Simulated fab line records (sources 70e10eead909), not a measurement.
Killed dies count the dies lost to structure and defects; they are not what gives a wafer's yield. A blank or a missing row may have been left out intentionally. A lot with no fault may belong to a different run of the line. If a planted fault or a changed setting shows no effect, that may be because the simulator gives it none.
A struck lot beside a sound one / flow nand harc / 15 steps out of a route of 1302
Sound: these wafers, L484.2, L484.4, L484.6. The struck wafers were L494.2, L494.3, L494.4. The cause is given at the end.
Per side, at each step with rows, come the tool, then ch with its chambers, and then its first start. Under that, the readings that differ: sound wafers / struck wafers / difference of the means / sigmas: that difference in standard deviations of wafers without a fault.
alike: readings whose means differ by less than 2 such deviations, and words and numbers that are the same on both sides. not compared: withheld readings, readings that some wafer has no value for, bounds like >300 that may hide the same value, and numbers for which the record gives no deviation and whose values overlap.
The two part at a step that has a row with sigmas, a row that says differs or no value, or rows on one side only. Numbers that have no deviation but don't overlap get no sigmas and don't part them. Lack of a reading on every wafer of one side parts them only where that side has two or more wafers.

first, 1 step without rows for these wafers: NHARC_A_ONON_D1_DEP_03 (target thk 1000 nm).
NHARC_A_ONON_D1_THK_MEAS_05: measures by ellipsometry.
  sound on film metro-02 at day 11 01:11; struck on film metro-02 at day 15 07:18
reading=thk nm (nm); sound=1012 1012 1012; struck=991 991 991; difference=-21; sigmas=-2
then NHARC_A_ONON_D1_DEP_06 (target thk 1000 nm), 1 step lacking rows for these wafers.
NHARC_A_ONON_D1_THK_MEAS_08: measures by ellipsometry.
  sound on film metro-01 at day 11 01:47; struck on film metro-02 at day 15 07:52
  alike: thk nm
then NHARC_A_ONON_D1_DEP_09 (target thk 1000 nm), 1 step lacking rows for these wafers.
NHARC_A_ONON_D1_THK_MEAS_11: measures by ellipsometry.
  sound on film metro-01 at day 11 02:20; struck on film metro-01 at day 15 08:26
  alike: thk nm
then NHARC_A_ONON_D1_DEP_12 (target thk 1000 nm), 1 step lacking rows for these wafers.
NHARC_A_ONON_D1_THK_MEAS_14: measures by ellipsometry.
  sound on film metro-02 at day 11 02:55; struck on film metro-01 at day 15 09:00
  alike: thk nm
then, 2 steps without rows for these wafers: NHARC_A_ONON_D1_ANNEAL_15 (time 3600 s); NHARC_A_ONON_D1_DEP_16 (target thk 1000 nm).
NHARC_A_ONON_D1_THK_MEAS_18: measures by ellipsometry.
  sound on film metro-01 at day 11 13:23; struck on film metro-02 at day 15 16:47
reading=thk nm (nm); sound=1002 1000 1001; struck=977 976 975; difference=-25; sigmas=-3
NHARC_A_ONON_D1_DEP_19: target thk 1000 nm.
  sound on pecvd onon-03 ch 0, day 11 13:30; struck on pecvd onon-03 ch 0, day 15 16:53
NHARC_A_ONON_D1_THK_MEAS_21: measures by ellipsometry.
  sound on film metro-01 at day 11 13:57; struck on film metro-02 at day 15 17:20
reading=thk nm (nm); sound=997 998 999; struck=1698 1696 1697; difference=+699; sigmas=+99 or more
then NHARC_A_ONON_D1_DEP_22 (target thk 1000 nm), 1 step lacking rows for these wafers.
-- break in the record here, with 16 days between the starts of the struck wafers on either side (left off in module A_ONON_D1, picked up again in module END, where the first step shown is number 1302 on the route) --
NHARC_END_SORT_01:
  only the struck wafers appear in the record here, on prober-01 ch 0 at day 32 04:56; the sound ones have no rows

== WHERE THEY PART ==
Last at NHARC_END_SORT_01 as far as this record goes, first at NHARC_A_ONON_D1_THK_MEAS_05.

WHY: whatever the simulator had introduced
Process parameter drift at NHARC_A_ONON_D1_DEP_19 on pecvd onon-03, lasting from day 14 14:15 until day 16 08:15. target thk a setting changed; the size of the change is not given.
